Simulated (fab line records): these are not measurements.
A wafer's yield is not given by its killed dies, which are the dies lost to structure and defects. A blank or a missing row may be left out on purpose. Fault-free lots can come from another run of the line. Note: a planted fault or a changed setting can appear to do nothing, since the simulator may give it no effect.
fab line records	flow n5-finfet
[record] lots = 4	wafers = 12	last-day = 17
route steps=1938 shown BEOL_M4@1099 BEOL_M5@1112 BEOL_M13@1710 PASSIVATION@1936
lots untouched by any fault: they come from a run of this same line in which no faults occurred
start-h: start of the lot's first displayed wafer, in hours after the record's first day	wait-h: time in hours since the lot's previous step	" unchanged from the row above	L1.1+2: several wafers, shown together as one row	- no value, or no start given	* or withheld: withheld	< > ~ a bound
route shown NAME@n: names a module that has steps shown in the file, with the first one's number in the route	usual: mean and standard deviation over wafers with no fault	same: alike in all rows	chamber/n: place in a boat	sites: each site's reading	_std_site: standard deviation across them	_edge_site: the outer-site mean with the inner-site mean subtracted	radius-mm: how far each site lies from the wafer's centre	mask NAME#n: copy n	behind: the most recent tool/chamber to have shaped the wafer	hold: why the lot was held/for how many hours/how that ended	device: whichever transistor did not switch (one of n, p or np)	end of line: the route-end tests of the same wafers	a step without rows: its recipe alone	killed: dies lost to structure and defects at the first sort, not the wafer's yield	map: a wafer's dies, marking killed ones x, the rest . and places with no die _
set.NAME: the setting the step ran with; set.NAME@STEP: the setting that earlier step ran with	model.NAME: the simulator's own value behind a step, which no gauge read
certain route steps with their lots: each step a table, each wafer a row
services: the hour from which a tool's chamber was out of use, counted from the record's first day as start-h (under 0 if before that day), plus the number of hours and why
[[steps]]
[step N5_BEOL_M4_ANNEAL_95]
[recipe] temp-c = 400	time-s = 240	ambient = vacuum
[step N5_BEOL_M4_SPUTTER_96]
[recipe] material = Cu	target-thk-a = 45	temp-c = -20	chamber-pressure-pa = 0.07	power-w = withheld	time-s = 8.29
[step N5_BEOL_M4_ECD_50]
[recipe] material = Cu	target-thk-a = 3000
[step N5_BEOL_M4_ANNEAL_51]
[recipe] temp-c = 225	time-s = 90	ambient = N2
[step N5_BEOL_M4_CMP_52]
[recipe] stop-on = SiOC	t-overpolish-s = 6.8	down-force-psi = 1	platen-rpm = 50	clearing-platen-down-force-psi = 1.5	clearing-platen-rpm = 50	post-cmp-clean = cu-alkaline	target-thk-nm = 40	clearing-platen-pad-velocity-m-s = 0.99484	pad-velocity-m-s = 0.99484
[step N5_BEOL_M4_PRE_CLEAN_60]
[recipe] gas = NH3/H2	time-s = 15	temp-c = *	rf-power-w = 300
[step N5_BEOL_M4_CO_CAP_55]
[recipe] material = Co	target-thk-a = 20	temp-c = 200	precursor = CCTBA/H2	pressure-torr = 30	time-s = 102.1
[step N5_BEOL_M4_PRE_CLEAN_56]
[recipe] gas = NH3	time-s = 15	temp-c = withheld	rf-power-w = 300
[step N5_BEOL_M4_DEP_57]
[recipe] material = SiCN	target-thk-a = 80	temp-c = withheld	precursor = 3MS/NH3	pressure-torr = 3	rf-w = 202	time-s = 14
[step N5_BEOL_M4_RC_MEAS_101]
[usual] DIBL_N = 35.8/1.6	DIBL_P = 36.0/2.1	IOFF_N = 0.153/0.026	IOFF_P = 0.21/0.037	ION_N = 673/11	ION_P = 462/7.6	SS_N = 71.4/0.53	SS_P = 73.2/0.67	VT_N = 250/3.2	VT_P = -250/3.7
lot.wafer	tool	chamber	start-h	wait-h	DIBL_N[mV/V]	DIBL_P[mV/V]	IOFF_N[nA/um]	IOFF_P[nA/um]	ION_N[uA/um]	ION_P[uA/um]	SS_N[mV/dec]	SS_P[mV/dec]	VT_N[mV]	VT_P[mV]
L809.2	prober-02	0	192.38	0.2	36.0	35.3	0.145	0.19	670	461	71.0	73.7	253	-251
L809.4	"	0	"	"	35.1	34.7	0.123	0.18	667	449	70.8	72.5	254	-253
L809.6	"	0	"	"	37.2	36.9	0.149	0.22	669	461	71.7	73.1	254	-249
L814.1	prober-02	0	211.04	0.0	34.7	34.5	0.122	0.18	654	457	71.1	73.3	253	-253
L814.4	"	0	"	"	35.0	33.3	0.119	0.17	661	455	71.1	73.0	257	-251
L814.6	"	0	"	"	34.1	33.6	0.117	0.17	652	452	71.3	72.7	255	-253
L825.1	prober-01	0	289.30	0.0	38.0	39.5	0.183	0.24	679	465	72.1	74.6	252	-250
L825.2	"	0	"	"	39.4	40.2	0.217	0.27	695	469	72.5	74.8	249	-250
L825.4	"	0	"	"	36.0	35.2	0.145	0.18	667	454	71.4	73.5	251	-254
L827.3	prober-02	0	302.71	0.3	39.4	39.4	0.192	0.24	675	463	71.8	73.6	248	-246
L827.5	"	0	"	"	39.6	40.7	0.196	0.26	671	462	71.4	74.8	247	-247
L827.6	"	0	"	"	37.3	38.1	0.157	0.22	669	465	70.8	73.8	252	-250
[step N5_BEOL_M5_ILD_DEP_00]
[recipe] material = SiCOH_lowk	target-thk-a = 1406.4	temp-c = 300	precursor = DEMS/porogen	pressure-torr = 5	rf-w = 500	time-s = 25.9
[step N5_BEOL_M5_CURE_79]
[recipe] temp-c = 385	time-s = 240	ambient = He/Ar	material = SiCOH_lowk
[step N5_BEOL_M5_PECVD_70]
[recipe] material = SiO2	target-thk-a = 160	temp-c = 400	precursor = TEOS/O2	pressure-torr = 5.5	rf-w = 450	teos-flow-sccm = 53.8	gas = O2	flow-sccm = 3000	time-s = 18
[step N5_BEOL_M5_HM_DEP_02]
[recipe] material = TiN	target-thk-a = 200	temp-c = 25	chamber-pressure-pa = 0.49996
[step N5_BEOL_M5_COAT_59]
[recipe] resist = SOC	temp-c = 250	time-s = 60	spin-rpm = 1500	resist-thk-nm = 60
[step N5_BEOL_M5_COAT_60]
[recipe] resist = SiARC	temp-c = 220	time-s = 60	spin-rpm = 1500	resist-thk-nm = 12
[step N5_BEOL_M5_COAT_71]
[recipe] resist = underlayer	temp-c = 205	time-s = 60	spin-rpm = 1500	resist-thk-nm = 5
[step N5_BEOL_M5_COAT_05]
[recipe] resist = CAR-EUV	spin-rpm = 1500	resist-thk-nm = 30
[step N5_BEOL_M5_EBR_07]
[recipe] solvent = PGMEA	ebr-width-mm = 1.5
[step N5_BEOL_M5_SOFTBAKE_06]
[recipe] temp-c = 110	time-s = 60	resist = CAR-EUV
[step N5_BEOL_M5_EXPOSE_08]
[recipe] mask-id = M5	na = 0.33	source-shape = annular	sigma-inner = 0.4	sigma-outer = 0.8	polarization = unpolarized	target-cd-nm = 28	dose-mj = 35.75
[step N5_BEOL_M5_PEB_09]
[recipe] peb-temp-c = 100	peb-time-s = 60	resist = CAR-EUV
[step N5_BEOL_M5_DEVELOP_10]
[recipe] develop-time-s = 30	developer = TMAH	resist = CAR-EUV	rinse-liquid = surfactant-rinse	dry = air-spin	dev-temp-c = 23
[step N5_BEOL_M5_DESCUM_16]
[recipe] chemistry = O2	time-s = 7	source-power-w = 50	bias-power-w = 20	pressure-mtorr = 20	rf-frequency-hz = 2.712e+07	temp-c = 40	resist = CAR-EUV	o2-flow-sccm = 225
[step N5_BEOL_M5_ETCH_72]
[recipe] chemistry = N2/H2	target = underlayer	target-depth-a = 65	mask-material = CAR-EUV	time-s = 5.2	ion-energy-ev = 200	pressure-mtorr = 30	source-w = 840	bias-w = 150	n2-flow-sccm = 200	h2-flow-sccm = 200	ends = cleared
[step N5_BEOL_M5_ETCH_61]
[recipe] chemistry = CF4	target = SiARC	target-depth-a = 156	mask-material = CAR-EUV	time-s = 26	ion-energy-ev = 80	pressure-mtorr = 40	source-w = 545	bias-w = 36	Ar_flow_sccm = 100	cf4-flow-sccm = 100	ends = cleared
[step N5_BEOL_M5_ETCH_62]
[recipe] chemistry = N2/H2	target = SOC	target-depth-a = 750	overetch-a = 150	mask-material = SiARC	temp-c = 40	time-s = 112.5	ion-energy-ev = 200	pressure-mtorr = 30	source-w = 840	bias-w = 150	n2-flow-sccm = 200	h2-flow-sccm = 200
[step N5_BEOL_M5_STRIP_63]
[recipe] chemistry = N2/H2	temp-c = 40	n2-flow-sccm = 200	h2-flow-sccm = 200	rf-frequency-hz = 6e+07
[step N5_BEOL_M5_STRIP_73]
[recipe] chemistry = N2/H2	temp-c = 40	n2-flow-sccm = 200	h2-flow-sccm = 200	rf-frequency-hz = 6e+07
[step N5_BEOL_M5_STRIP_64]
[recipe] chemistry = CF4	resist = SiARC	power-w = 300	bias-power-w = 75	pressure-mtorr = 50	cf4-flow-sccm = 150	rf-frequency-hz = 6e+07
[step N5_BEOL_M5_HM_OPEN_17]
[recipe] chemistry = Cl2/BCl3	target-depth-a = 200	overetch-a = 60	target = TiN	mask-material = SOC	ion-energy-ev = 150	pressure-mtorr = 10	icp-w = 1000	bias-w = 126	Cl2_flow_sccm = 53.25	bcl3-flow-sccm = 21.75	Ar_flow_sccm = 25
[step N5_BEOL_M5_STRIP_19]
[recipe] chemistry = O2	power-w = 400	temp-c = 40	pressure-mtorr = 30	rf-frequency-hz = 6e+07	bias-power-w = 0	overash-fraction = 0.2	o2-flow-sccm = 225
[step N5_BEOL_M5_COAT_65]
[recipe] resist = SOC	temp-c = 250	time-s = 60	spin-rpm = 1500	resist-thk-nm = 60
[step N5_BEOL_M5_COAT_66]
[recipe] resist = SiARC	temp-c = 220	time-s = 60	spin-rpm = 1500	resist-thk-nm = 12
[step N5_BEOL_M13_CMP_49]
[recipe] stop-on = SiOC	t-overpolish-s = 17.1	down-force-psi = 1	platen-rpm = 50	clearing-platen-down-force-psi = 1.5	clearing-platen-rpm = 50	post-cmp-clean = cu-alkaline	target-thk-nm = 420	clearing-platen-pad-velocity-m-s = 0.99484	pad-velocity-m-s = 0.99484
[usual] barrier-field-endpoint-s = 30.1/0.8	clearing-platen-down-force-psi = 1.501/0.0031	clearing-platen-rpm = 49.997/0.029	head-pressure-psi = 1.0001/0.0022	motor-current-A = 6.1/0.6	overpolish-run-s = 17.101/0.0085
lot.wafer	tool	chamber	start-h	wait-h	barrier-field-endpoint-s	clearing-platen-down-force-psi	clearing-platen-rpm	head-pressure-psi	motor-current-A	overpolish-run-s
L809.2	cmp-02	1	271.00	0.2	29.8	1.499	49.988	0.9947	5.7	17.099
L809.4	"	3	"	"	58.8	1.498	49.989	1.0013	6.5	2.778
L809.6	"	0	"	"	29.7	1.500	49.998	1.0013	5.7	17.086
L814.1	cmp-02	3	289.60	0.3	29.9	1.502	49.990	1.0033	6.7	17.101
L814.4	"	1	"	"	57.6	1.503	49.990	1.0001	5.4	4.075
L814.6	"	3	"	"	29.1	1.502	50.017	1.0017	6.4	17.101
L825.4	cmp-04	3	367.22	0.1	31.1	1.503	49.997	1.0005	6.2	17.103
L825.2	"	1	"	"	29.6	1.500	50.003	0.9977	5.0	17.096
L825.1	"	2	"	"	30.4	1.501	50.034	1.0015	6.1	17.085
L827.3	cmp-02	2	373.83	0.2	30.8	1.507	49.978	1.0003	6.2	17.115
L827.5	"	2	"	"	29.8	1.501	50.059	0.9996	6.3	17.100
L827.6	"	3	"	"	30.3	1.497	50.042	1.0024	6.2	17.097
[step N5_BEOL_M13_THK_MEAS_50]
[recipe] thk-meas-gauge = xrf	reads = Cu_of_BEOL_M13_ECD_47
[usual] M13_THK = 418/7
lot.wafer	tool	chamber	start-h	wait-h	M13_THK[nm]
L809.2	film-metro-02	-	271.26	-	410
L809.4	"	-	"	"	783
L809.6	"	-	"	"	413
L814.1	film-metro-02	-	289.85	-	407
L814.4	"	-	"	"	784
L814.6	"	-	"	"	408
L825.1	film-metro-01	-	367.52	-	416
L825.2	"	-	"	"	411
L825.4	"	-	"	"	416
L827.3	film-metro-01	-	374.13	-	429
L827.5	"	-	"	"	414
L827.6	"	-	"	"	428
[step N5_BEOL_M13_INSPECT_55]
[recipe] inspect-instrument = darkfield	mode = post-dep
[usual] raw-defect-count = 70/22
lot.wafer	tool	chamber	start-h	wait-h	raw-defect-count
L809.2	defect-inspect-01	-	271.41	0.0	55
L809.4	"	-	"	"	3109
L809.6	"	-	"	"	53
L814.1	defect-inspect-02	-	290.04	0.0	90
L814.4	"	-	"	"	3023
L814.6	"	-	"	"	70
L825.1	defect-inspect-01	-	367.71	0.0	48
L825.2	"	-	"	"	70
L825.4	"	-	"	"	58
L827.3	defect-inspect-01	-	374.28	0.0	74
L827.5	"	-	"	"	77
L827.6	"	-	"	"	68
[step N5_PASSIVATION_PROBE_49]
[usual] defect-limited-yield = 91.3/1.5	killed_at_M0_to_M3 = 33/12	killed_at_M4_up = 13/5.2	killed-at-contacts = 13/6.7	killed-at-front-end = 40/11	killed-at-other = 4.1/2.7	killed-dies = 103/17	killed-on-rim = 14/4.2	killed-open = 69/13	killed-short = 33/8.4	sort_bin_5_function = 5.1/1	sort_bin_6_memory = 3.2/0.62	sort-n-pass = 1077/17	sort-yield-pct = 91.3/1.5
[same] gross-dies = 1180	killed-at-back-side = 0	sort_bin_4_leakage[%] = 0	sort_bin_8_speed[%] = 0
lot.wafer	tool	chamber	start-h	wait-h	defect-limited-yield[%]	killed_at_M0_to_M3	killed_at_M4_up	killed-at-contacts	killed-at-front-end	killed-at-other	killed-dies	killed-on-rim	killed-open	killed-short	sort_bin_5_function[%]	sort_bin_6_memory[%]	sort-n-pass	sort-yield-pct[%]
L809.4	prober-02	-	303.95	0.2	0	24	1121	13	19	3	1180	152	44	25	3.6	2.1	0	0
L814.1	prober-02	-	319.35	0.0	91.7	30	9	26	31	2	98	16	64	32	4.8	3.2	1082	91.7
L814.4	prober-02	-	319.50	0.2	0	47	1044	17	71	1	1180	152	91	54	8.1	4.2	0	0
L814.6	prober-02	-	319.60	0.3	91.0	24	21	7	53	1	106	15	74	31	4.7	4.2	1074	91.0
L825.1	prober-01	-	395.00	0.0	90.8	27	8	13	55	5	108	15	62	44	5.7	2.6	1072	90.8
L825.2	prober-01	-	395.05	0.1	91.0	28	7	18	46	7	106	15	61	40	4.6	3.6	1074	91.0
L825.4	prober-01	-	395.15	0.2	89.7	34	16	22	48	2	122	18	88	32	6.2	3.6	1058	89.7
// killed by level:class
L809.4 BEOL_M13:area-cmp=1111 MOL_CONTACT_COAG:geometric-particle:open=12 BEOL_M0_SAQP:geometric-particle:open=6 BEOL_M0_SAQP:geometric-particle:short=6 BEOL_M4:geometric-particle:open=6 FIN_SAQP:geometric-particle:open=4 BEOL_M2:geometric-particle:open=4 FIN_SAQP:geometric-particle:short=3
L814.1 MOL_CONTACT_COAG:geometric-particle:open=21 BEOL_M2:geometric-particle:open=14 FIN_SAQP:geometric-particle:open=7 FIN_SAQP:geometric-particle:short=6 MOL_CONTACT_COAG:geometric-particle:short=5 BEOL_M0_SAQP:geometric-particle:short=5 STI_FIN_REVEAL:geometric-particle:short=3 BEOL_M1:geometric-particle:open=3
L814.4 BEOL_M13:area-cmp=1033 FIN_SAQP:geometric-particle:short=24 FIN_SAQP:geometric-particle:open=21 MOL_CONTACT_COAG:geometric-particle:open=13 STI_FIN_REVEAL:geometric-particle:open=12 BEOL_M0_SAQP:geometric-particle:open=10 BEOL_M0_SAQP:geometric-particle:short=10 BEOL_M3:geometric-particle:open=8
L814.6 FIN_SAQP:geometric-particle:open=17 BEOL_M4:geometric-particle:open=14 FIN_SAQP:geometric-particle:short=10 BEOL_M2:geometric-particle:open=7 GATE_CUT:geometric-particle:open=6 STI_FIN_REVEAL:geometric-particle:open=6 MOL_CONTACT_COAG:geometric-particle:open=5 BEOL_M0_SAQP:geometric-particle:open=5
L825.1 FIN_SAQP:geometric-particle:open=12 MOL_CONTACT_COAG:geometric-particle:open=12 FIN_SAQP:geometric-particle:short=11 GATE_CUT:geometric-particle:short=10 DUMMY_GATE:geometric-particle:open=8 BEOL_M0_SAQP:geometric-particle:short=6 BEOL_M0:geometric-particle:open=5 BEOL_M1:geometric-particle:open=5
L825.2 MOL_CONTACT_COAG:geometric-particle:open=12 FIN_SAQP:geometric-particle:open=6 STI_FIN_REVEAL:geometric-particle:open=6 DUMMY_GATE:geometric-particle:open=6 GATE_CUT:geometric-particle:short=5 MOL_CONTACT_COAG:geometric-particle:short=5 BEOL_M1:geometric-particle:short=5 BEOL_M3:geometric-particle:open=5
L825.4 MOL_CONTACT_COAG:geometric-particle:open=19 BEOL_M2:geometric-particle:open=11 ILD0:geometric-particle:open=7 BEOL_M1:geometric-particle:open=7 FIN_SAQP:geometric-particle:short=6 DUMMY_GATE:geometric-particle:open=6 ILD0:geometric-particle:short=6 BEOL_M4:geometric-particle:open=5
// map L809.4 (x killed, . not)
_________________xxxxxxxxxxxx________________
______________xxxxxxxxxxxxxxxxxx_____________
___________xxxxxxxxxxxxxxxxxxxxxxxx__________
__________xxxxxxxxxxxxxxxxxxxxxxxxxx_________
________xxxxxxxxxxxxxxxxxxxxxxxxxxxxxx_______
_______xxxxxxxxxxxxxxxxxxxxxxxxxxxxxxxx______
______xxxxxxxxxxxxxxxxxxxxxxxxxxxxxxxxxx_____
_____xxxxxxxxxxxxxxxxxxxxxxxxxxxxxxxxxxxx____
____xxxxxxxxxxxxxxxxxxxxxxxxxxxxxxxxxxxxxx___
___xxxxxxxxxxxxxxxxxxxxxxxxxxxxxxxxxxxxxxxx__
___xxxxxxxxxxxxxxxxxxxxxxxxxxxxxxxxxxxxxxxx__
__xxxxxxxxxxxxxxxxxxxxxxxxxxxxxxxxxxxxxxxxxx_
__xxxxxxxxxxxxxxxxxxxxxxxxxxxxxxxxxxxxxxxxxx_
_xxxxxxxxxxxxxxxxxxxxxxxxxxxxxxxxxxxxxxxxxxxx
_xxxxxxxxxxxxxxxxxxxxxxxxxxxxxxxxxxxxxxxxxxxx
_xxxxxxxxxxxxxxxxxxxxxxxxxxxxxxxxxxxxxxxxxxxx
_xxxxxxxxxxxxxxxxxxxxxxxxxxxxxxxxxxxxxxxxxxxx
_xxxxxxxxxxxxxxxxxxxxxxxxxxxxxxxxxxxxxxxxxxxx
_xxxxxxxxxxxxxxxxxxxxxxxxxxxxxxxxxxxxxxxxxxxx
_xxxxxxxxxxxxxxxxxxxxxxxxxxxxxxxxxxxxxxxxxxxx
_xxxxxxxxxxxxxxxxxxxxxxxxxxxxxxxxxxxxxxxxxxxx
__xxxxxxxxxxxxxxxxxxxxxxxxxxxxxxxxxxxxxxxxxx_
__xxxxxxxxxxxxxxxxxxxxxxxxxxxxxxxxxxxxxxxxxx_
___xxxxxxxxxxxxxxxxxxxxxxxxxxxxxxxxxxxxxxxx__
___xxxxxxxxxxxxxxxxxxxxxxxxxxxxxxxxxxxxxxxx__
____xxxxxxxxxxxxxxxxxxxxxxxxxxxxxxxxxxxxxx___
_____xxxxxxxxxxxxxxxxxxxxxxxxxxxxxxxxxxxx____
______xxxxxxxxxxxxxxxxxxxxxxxxxxxxxxxxxx_____
_______xxxxxxxxxxxxxxxxxxxxxxxxxxxxxxxx______
________xxxxxxxxxxxxxxxxxxxxxxxxxxxxxx_______
__________xxxxxxxxxxxxxxxxxxxxxxxxxx_________
___________xxxxxxxxxxxxxxxxxxxxxxxx__________
______________xxxxxxxxxxxxxxxxxx_____________
_________________xxxxxxxxxxxx________________
// map L814.4 (x killed, . not)
_________________xxxxxxxxxxxx________________
______________xxxxxxxxxxxxxxxxxx_____________
___________xxxxxxxxxxxxxxxxxxxxxxxx__________
__________xxxxxxxxxxxxxxxxxxxxxxxxxx_________
________xxxxxxxxxxxxxxxxxxxxxxxxxxxxxx_______
_______xxxxxxxxxxxxxxxxxxxxxxxxxxxxxxxx______
______xxxxxxxxxxxxxxxxxxxxxxxxxxxxxxxxxx_____
_____xxxxxxxxxxxxxxxxxxxxxxxxxxxxxxxxxxxx____
____xxxxxxxxxxxxxxxxxxxxxxxxxxxxxxxxxxxxxx___
___xxxxxxxxxxxxxxxxxxxxxxxxxxxxxxxxxxxxxxxx__
___xxxxxxxxxxxxxxxxxxxxxxxxxxxxxxxxxxxxxxxx__
__xxxxxxxxxxxxxxxxxxxxxxxxxxxxxxxxxxxxxxxxxx_
__xxxxxxxxxxxxxxxxxxxxxxxxxxxxxxxxxxxxxxxxxx_
_xxxxxxxxxxxxxxxxxxxxxxxxxxxxxxxxxxxxxxxxxxxx
_xxxxxxxxxxxxxxxxxxxxxxxxxxxxxxxxxxxxxxxxxxxx
_xxxxxxxxxxxxxxxxxxxxxxxxxxxxxxxxxxxxxxxxxxxx
_xxxxxxxxxxxxxxxxxxxxxxxxxxxxxxxxxxxxxxxxxxxx
_xxxxxxxxxxxxxxxxxxxxxxxxxxxxxxxxxxxxxxxxxxxx
_xxxxxxxxxxxxxxxxxxxxxxxxxxxxxxxxxxxxxxxxxxxx
_xxxxxxxxxxxxxxxxxxxxxxxxxxxxxxxxxxxxxxxxxxxx
_xxxxxxxxxxxxxxxxxxxxxxxxxxxxxxxxxxxxxxxxxxxx
__xxxxxxxxxxxxxxxxxxxxxxxxxxxxxxxxxxxxxxxxxx_
__xxxxxxxxxxxxxxxxxxxxxxxxxxxxxxxxxxxxxxxxxx_
___xxxxxxxxxxxxxxxxxxxxxxxxxxxxxxxxxxxxxxxx__
___xxxxxxxxxxxxxxxxxxxxxxxxxxxxxxxxxxxxxxxx__
____xxxxxxxxxxxxxxxxxxxxxxxxxxxxxxxxxxxxxx___
_____xxxxxxxxxxxxxxxxxxxxxxxxxxxxxxxxxxxx____
______xxxxxxxxxxxxxxxxxxxxxxxxxxxxxxxxxx_____
_______xxxxxxxxxxxxxxxxxxxxxxxxxxxxxxxx______
________xxxxxxxxxxxxxxxxxxxxxxxxxxxxxx_______
__________xxxxxxxxxxxxxxxxxxxxxxxxxx_________
___________xxxxxxxxxxxxxxxxxxxxxxxx__________
______________xxxxxxxxxxxxxxxxxx_____________
_________________xxxxxxxxxxxx________________
[[services]]
tool	chamber	start-h	hours	kind
cmp-02	-	313.69	4.0	pm
cmp-02	-	317.69	-	consumable-replace:conditioner
cmp-02	-	317.69	-	consumable-replace:pad
cmp-02	-	320.54	0.4	repair
[[key]]
[first-sign] step = N5_BEOL_M13_CMP_49	reading = overpolish-run-s	direction = down	sigmas = 99+	usual = 17.101	struck = 3.426
[effect] step = N5_BEOL_M13_CMP_49	reading = barrier-field-endpoint-s	direction = up	sigmas = 35	usual = 30.1	struck = 58.2
[effect] step = N5_BEOL_M13_THK_MEAS_50	reading = M13_THK	direction = up	sigmas = 52	usual = 418	struck = 784
[effect] step = N5_BEOL_M13_INSPECT_55	reading = raw-defect-count	direction = up	sigmas = 99+	usual = 70	struck = 3066
[effect] step = N5_PASSIVATION_PROBE_49	reading = killed_at_M4_up	direction = up	sigmas = 99+	usual = 13	struck = 1082
[more-kills-born-at] N5_BEOL_M13_CMP_49@cmp-02 = 2144
met-at N5_BEOL_M13_CMP_49
struck-wafers L809.4,L814.4
later-rows-left-out L809.4,L814.4
[fault] kind = process-parameter-drift	tool = cmp-02	chamber = -	onset-h = 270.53	steps = N5_BEOL_M13_CMP_49	channel = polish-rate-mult	offset = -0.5	shape = step	end-h = 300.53	scope = struck-wafers-only
// later-rows-left-out: the simulator's readings of these wafers behind a module that went badly wrong aren't trusted and aren't shown, but for the sort
